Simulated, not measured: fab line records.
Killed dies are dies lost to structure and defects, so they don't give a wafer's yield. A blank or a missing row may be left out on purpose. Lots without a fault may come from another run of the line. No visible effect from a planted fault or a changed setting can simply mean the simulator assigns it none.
Code-filled problem report in 8D (eight disciplines) form ; flow n5 finfet ; the parts of the form that need people (team, actions taken, sign-off) are left out

== 1. WHAT IS WRONG ==
At N5_PASSIVATION_PROBE_49, killed_at_M0_to_M3 averages 104 over 3 wafers from 2 lots, while fault-free wafers read 33, standard deviation 10. Measured from the usual mean, that is +7.1 standard deviations.
Earliest sighting: wafer L555.1 on prober-02 at day 17 07:22. At this step, 7 wafers from 3 lots have a number in the record. Rule for "out" (also "out of limits"): further than 4 standard deviations from the usual mean. Any other wafer with a number is counted as sound.

== 2. WHAT IT IS, WHAT IT ISN'T ==
question;is;is not
which readings at this step;killed_at_M0_to_M3;killed_at_M4_up, killed at contacts, killed at front end, killed at other, killed open, killed short, sort_bin_6_memory, sort_bin_8_speed
which lots;L555, L558;L552
which wafers of those lots;L555.1, L558.2, L558.6;L555.3, L555.6, L558.3
read on which tools;prober-01, prober-02;-
when;from day 17 07:22;"up to then (1 sound wafer); but 3 sound wafers of L555, L558 came after"

== 3. SUSPECTS, AND WHAT RULES EACH OUT ==
Counting: any tool at a process step up to the reading remains a suspect provided it ran every lot that is out. Sound lots after the first of them don't rule it out here, since some wafers of a struck lot are sound.
- cvd co-02 at N5_BEOL_M0_CVD_115 (deposits Co from CCTBA/H2, time 120 s): kept. It processed each lot that is out (first: L555, day 9 20:02); up to then, its last sound lot is L552 (day 9 06:53).
- In cvd co-02 at N5_BEOL_M0_CVD_115, the wafers that are out were processed in chamber 1 and their sound lot-mates in chambers 0, 2.
After counting, what remains is cvd co-02 at N5_BEOL_M0_CVD_115.

== 4. THE CAUSE (what the simulator had put in) ==
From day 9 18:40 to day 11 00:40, cvd co-02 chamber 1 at N5_BEOL_M0_CVD_115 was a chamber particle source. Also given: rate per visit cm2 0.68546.
The count eliminated every tool but this one.

== 5. SEQUENCE OF EFFECTS, ordered by route ==
Each row: a reading whose mean over the struck wafers that have a number lies more than 3 standard deviations from the usual. Readings are gone through only where the record gives a usual standard deviation; hours: the median, over the lots, of the time from a lot's start at the first step in this table giving one to that lot's start at this step; sigmas: the change measured in usual standard deviations.
hours;step;reading;usual;on struck wafers;change;sigmas
0;N5_PASSIVATION_PROBE_49;defect limited yield;91.6 %;86.1;-5.5;-4.0
0;N5_PASSIVATION_PROBE_49;killed_at_M0_to_M3;33;104;+71;+7.1
0;N5_PASSIVATION_PROBE_49;killed dies;99;164;+65;+4.1
0;N5_PASSIVATION_PROBE_49;killed on rim;13;27;+14;+3.3
0;N5_PASSIVATION_PROBE_49;sort_bin_5_function;4.9 %;8.2;+3.3;+3.7
0;N5_PASSIVATION_PROBE_49;sort n pass;1081;1016;-65;-3.8
0;N5_PASSIVATION_PROBE_49;sort yield pct;91.6 %;86.1;-5.5;-4.0
Its process steps:
- N5_PASSIVATION_PROBE_49

== 6. HOW IT WOULD HAVE BEEN CAUGHT EARLIER ==
First out-of-limits reading in this record: day 17 07:22, which is 181 hours after fault onset at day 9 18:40.
Lots out: 2; all had begun N5_BEOL_M0_CVD_115 on cvd co-02 by day 17 07:22. Had the tool been put on hold then, not one of them would have been saved.
